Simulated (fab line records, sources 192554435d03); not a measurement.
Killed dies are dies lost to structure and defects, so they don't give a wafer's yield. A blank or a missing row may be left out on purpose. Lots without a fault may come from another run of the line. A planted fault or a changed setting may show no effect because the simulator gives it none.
Problem report in the 8D (eight disciplines) form, filled by code | flow n5_finfet | the parts of the form that need people (team, actions taken, sign-off) are left out

1. THE PROBLEM
M4_ILD_THK at N5_BEOL_M4_THK_MEAS_01 reads a mean of 56.4 nm on 6 wafers of 2 lots; wafers without a fault read 79.0 nm with a standard deviation of 0.89. That is -25 standard deviations from the usual mean.
First seen on wafer L132.1, day 10 11:19, on film_metro-02. The record holds 27 wafers of 9 lots with a number at this step. Rule for "out", or "out of limits": more than 4 standard deviations from the usual mean. The other wafers with a number count as sound.

2. WHAT IT IS AND WHAT IT IS NOT
question                    | is                     | is not
which readings at this step | M4_ILD_THK             | -
which lots                  | L132, L135             | L123, L124, L126, L138, L140, L143, L145
which wafers of those lots  | all that have a number | -
read on which gauges        | film_metro-02          | film_metro-01
when                        | from day 10 11:19      | up to then (9 sound wafers); but 12 sound wafers of L138, L140, L143, L145 came after

3. SUSPECTS, AND WHAT RULES EACH OUT
Counting: a tool at a process step up to the reading stays a suspect if it ran every lot that is out and no sound lot after the first of them.
- the gauge at N5_BEOL_M4_THK_MEAS_01: ruled out. All the wafers that are out were read on film_metro-02, but those of them that N5_PASSIVATION_PROBE_49 has rows for are out there too, on other tools.
- cmp-02 at N5_BEOL_M3_CMP_52 (polishes, stops on SiOC, t overpolish 6.8 s, target thk 40 nm): ruled out as a lasting fault. Sound lots L143 ran on it after its first lot that is out, L132 (day 10 10:38).
- pecvd-01 at N5_BEOL_M4_ILD_DEP_00 (deposits SiOC from DEMS/O2, target thk 79 nm, time 15.3 s): kept. It ran every lot that is out, first L132 (day 10 11:15), and no sound lot after that; its last sound lot up to then is L126 (day 9 03:13).
Left after counting: pecvd-01 at N5_BEOL_M4_ILD_DEP_00.

4. THE CAUSE (what the simulator had put in)
Process parameter drift: pecvd-01, from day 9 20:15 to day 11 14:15, at N5_BEOL_M4_ILD_DEP_00. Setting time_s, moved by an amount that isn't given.
Counting left only this tool.

5. THE CHAIN OF EFFECTS, in route order
Each row: a reading whose mean over the struck wafers that have a number lies more than 3 standard deviations from the usual. Only readings for which the record gives a usual standard deviation are gone through. hours: the time from each lot's start at the first step in this table that gives one to its start at this step, as a median over the lots. sigmas: the change in usual standard deviations.
hours | step                    | reading              | usual   | on struck wafers | change | sigmas
0     | N5_BEOL_M4_THK_MEAS_01  | M4_ILD_THK           | 79.0 nm | 56.4             | -22.6  | -25
115   | N5_PASSIVATION_PROBE_49 | defect_limited_yield | 91.2 %  | 79.3             | -11.9  | -7.4
115   | N5_PASSIVATION_PROBE_49 | killed_at_M4_up      | 15      | 174              | +159   | +26
115   | N5_PASSIVATION_PROBE_49 | killed_dies          | 104     | 244              | +140   | +7.4
115   | N5_PASSIVATION_PROBE_49 | killed_on_rim        | 14      | 91               | +77    | +19
115   | N5_PASSIVATION_PROBE_49 | sort_n_pass          | 1076    | 936              | -140   | -7.4
115   | N5_PASSIVATION_PROBE_49 | sort_yield_pct       | 91.2 %  | 79.3             | -11.9  | -7.4
The process steps in it:
- N5_PASSIVATION_PROBE_49
Readings that are blank on the struck wafers while sound wafers have them: rf_fwd_power_W at N5_BEOL_M4_ILD_DEP_00.
Later measuring or inspecting steps at which every struck wafer that the step has a row for has a number for every such reading, and none has moved that far: N5_BEOL_M4_RC_MEAS_101.

6. WHAT WOULD HAVE CAUGHT IT SOONER
In this record the first reading out of limits at a measuring or inspecting step was taken at day 10 11:19, 15 hours after the fault began at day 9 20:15.
Of the lots that are out (2), L135 began N5_BEOL_M4_ILD_DEP_00 on pecvd-01 after day 10 11:19. A hold on the tool at that time would have spared it.
